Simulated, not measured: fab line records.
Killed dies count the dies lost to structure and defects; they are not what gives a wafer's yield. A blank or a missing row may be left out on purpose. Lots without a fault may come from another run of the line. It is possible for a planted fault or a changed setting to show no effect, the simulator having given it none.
Chamber matching :: flow n5-finfet :: 3 sister chambers for N5_BEOL_M7_CURE_74 on uv-cure-02
The step cures SiCOH lowk, time 240 s. 3 wafers are shown with their chamber, then 10 later ones without.

WAFERS, EACH WITH ITS CHAMBER
wafer: L083.5
chamber: 2
wafer_temp_C_max: 389.1

wafer: L086.4
chamber: 0
wafer_temp_C_max: 385.8

wafer: L088.2
chamber: 1
wafer_temp_C_max: 386.9

WAFERS WHOSE CHAMBER IS MISSING
wafer: L088.3
wafer_temp_C_max: 386.9

wafer: L092.1
wafer_temp_C_max: 386.3

wafer: L092.4
wafer_temp_C_max: 386.1

wafer: L092.5
wafer_temp_C_max: 386.7

wafer: L096.1
wafer_temp_C_max: 386.6

wafer: L096.3
wafer_temp_C_max: 387.2

wafer: L096.5
wafer_temp_C_max: 386.6

wafer: L094.1
wafer_temp_C_max: 388.5

wafer: L094.5
wafer_temp_C_max: 387.4

wafer: L094.6
wafer_temp_C_max: 387.8

WHICH CHAMBER EACH WENT THROUGH
wafer: L088.3
from the rows above: 1
in truth: 1

wafer: L092.1
from the rows above: can't be placed: 0 or 1
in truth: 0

wafer: L092.4
from the rows above: can't be placed: 0 or 1
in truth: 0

wafer: L092.5
from the rows above: can't be placed: 1 or 0
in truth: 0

wafer: L096.1
from the rows above: can't be placed: 1 or 0
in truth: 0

wafer: L096.3
from the rows above: 1
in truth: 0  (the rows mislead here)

wafer: L096.5
from the rows above: can't be placed: 1 or 0
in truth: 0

wafer: L094.1
from the rows above: 2
in truth: 2

wafer: L094.5
from the rows above: 1
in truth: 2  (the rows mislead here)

wafer: L094.6
from the rows above: can't be placed: 1 or 2
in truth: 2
Correctly placed: 2 of 10. Cannot be placed on the basis of these rows: 6; the candidates contain the true chamber in 6. Placed wrongly: 2.
How it was worked out, from the rows above alone: a wafer's distance from a chamber is the root of the sum, over the readings, of the square of ((its reading less the chamber's mean) divided by the reading's scatter). The wafer belongs to the nearest chamber; if the next one is less than 2 further off, it can't be placed. Each chamber's mean is taken over the wafers shown for it. The scatter (one wafer shown for each chamber): square how far every hidden wafer sits from the nearest shown wafer, average those squares and take the square root.
